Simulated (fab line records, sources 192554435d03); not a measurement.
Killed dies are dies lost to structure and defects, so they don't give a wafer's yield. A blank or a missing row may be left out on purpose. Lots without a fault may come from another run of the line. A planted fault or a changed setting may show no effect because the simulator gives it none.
Chamber matching | flow n5_finfet | N5_BEOL_M0_SAQP_HM_DEP_111 on pecvd-02: 3 sister chambers
The step deposits SiO2 from SiH4/N2O, target thk 12 nm, time 7.2 s. 6 wafers are shown with their chamber, then 11 later ones without.

WAFERS WITH THEIR CHAMBER
wafer  | chamber | showerhead_plenum_p_Torr (Torr) | heater_power_w (W)
L085.1 | 0       | 8.06                            | 861
L085.5 | 1       | 8.15                            | 868
L087.1 | 2       | 8.04                            | 851
L087.4 | 0       | 8.08                            | 892
L087.5 | 1       | 8.17                            | 849
L091.2 | 2       | 8.04                            | 841

WAFERS WITHOUT THEIR CHAMBER
wafer  | showerhead_plenum_p_Torr (Torr) | heater_power_w (W)
L091.3 | 8.08                            | 771
L091.5 | 8.14                            | 739
L093.1 | 8.04                            | 927
L093.5 | 8.04                            | 928
L093.6 | 8.07                            | 891
L094.2 | 8.17                            | 792
L094.4 | 8.06                            | 870
L094.6 | 8.15                            | 791
L095.1 | 8.05                            | 901
L095.3 | 8.15                            | 860
L095.5 | 8.12                            | 854

WHICH CHAMBER EACH WENT THROUGH
wafer  | from the rows above     | in truth
L091.3 | can't be placed: 2 or 0 | 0
L091.5 | 1                       | 1
L093.1 | can't be placed: 0 or 2 | 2
L093.5 | can't be placed: 0 or 2 | 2
L093.6 | 0                       | 0
L094.2 | 1                       | 1
L094.4 | can't be placed: 0 or 2 | 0
L094.6 | 1                       | 1
L095.1 | can't be placed: 0 or 2 | 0
L095.3 | 1                       | 1
L095.5 | can't be placed: 1 or 0 | 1
Placed correctly: 5 of 11. Can't be placed from these rows: 6 (the true chamber is among the candidates in 6). Placed wrongly: 0.
How it was worked out, from the rows above alone: a wafer's distance from a chamber is the root of the sum, over the readings, of the square of ((its reading less the chamber's mean) divided by the reading's scatter). The wafer belongs to the nearest chamber; if the next one is less than 2 further off, it can't be placed. A chamber's mean is the mean of its shown wafers. The scatter: the root of (the sum of the squares of (reading less its chamber's mean) over the shown wafers, divided by (wafers less chambers)).
